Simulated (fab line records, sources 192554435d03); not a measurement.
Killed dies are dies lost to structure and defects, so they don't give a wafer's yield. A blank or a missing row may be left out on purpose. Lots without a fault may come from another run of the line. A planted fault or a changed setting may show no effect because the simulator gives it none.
Chamber matching | flow n5_finfet | N5_BEOL_M5_CURE_79 on uv_cure-02: 3 sister chambers
The step cures SiCOH lowk, time 240 s. 16 wafers are shown with their chamber, then 8 later ones without.

WAFERS WITH THEIR CHAMBER
wafer  | chamber | wafer_temp_C_max | lamp_power_pct (%)
L077.2 | 1       | 386.2            | 52.35
L077.5 | 1       | 386.4            | 52.27
L077.6 | 1       | 386.5            | 52.32
L080.1 | 0       | 386.3            | 52.33
L080.2 | 0       | 386.2            | 52.29
L080.4 | 0       | 386.2            | 52.32
L081.2 | 2       | 385.9            | 52.32
L081.5 | 2       | 386.0            | 52.34
L081.6 | 2       | 385.9            | 52.35
L082.1 | 2       | 386.0            | 52.35
L082.2 | 2       | 386.7            | 52.33
L082.3 | 2       | 385.8            | 52.27
L087.3 | 2       | 386.2            | 52.30
L087.4 | 2       | 386.0            | 52.37
L087.5 | 2       | 386.0            | 52.38
L091.1 | 2       | 386.2            | 52.35

SIGNATURES (means of the wafers above)
reading          | chamber 0 | chamber 1 | chamber 2 | scatter within a chamber
wafer_temp_C_max | 386.233   | 386.367   | 386.070   | 0.221
lamp_power_pct   | 52.3133   | 52.3133   | 52.3360   | 0.0325
Rule: a wafer's distance from a chamber is the root of the sum, over the readings, of the square of ((its reading less the chamber's mean) divided by the reading's scatter). The wafer belongs to the nearest chamber; if the next one is less than 2 further off, it can't be placed. The scatter: the root of (the sum of the squares of (reading less its chamber's mean) over the shown wafers, divided by (wafers less chambers)).

WAFERS WITHOUT THEIR CHAMBER
wafer  | wafer_temp_C_max | lamp_power_pct (%)
L091.2 | 386.6            | 52.35
L091.6 | 386.2            | 52.33
L092.1 | 386.2            | 52.22
L092.3 | 386.0            | 52.29
L092.4 | 385.7            | 52.33
L096.2 | 385.9            | 52.30
L096.4 | 386.1            | 52.31
L096.5 | 386.7            | 52.30

WHICH CHAMBER EACH WENT THROUGH
wafer  | from the rows above          | in truth
L091.2 | can't be placed: 1 or 0 or 2 | 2
L091.6 | can't be placed: 0 or 2 or 1 | 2
L092.1 | can't be placed: 0 or 1 or 2 | 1
L092.3 | can't be placed: 0 or 2 or 1 | 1
L092.4 | can't be placed: 2 or 0 or 1 | 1
L096.2 | can't be placed: 2 or 0 or 1 | 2
L096.4 | can't be placed: 0 or 2 or 1 | 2
L096.5 | can't be placed: 1 or 0 or 2 | 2
Placed correctly: 0 of 8. Can't be placed from these rows: 8 (the true chamber is among the candidates in 8). Placed wrongly: 0.
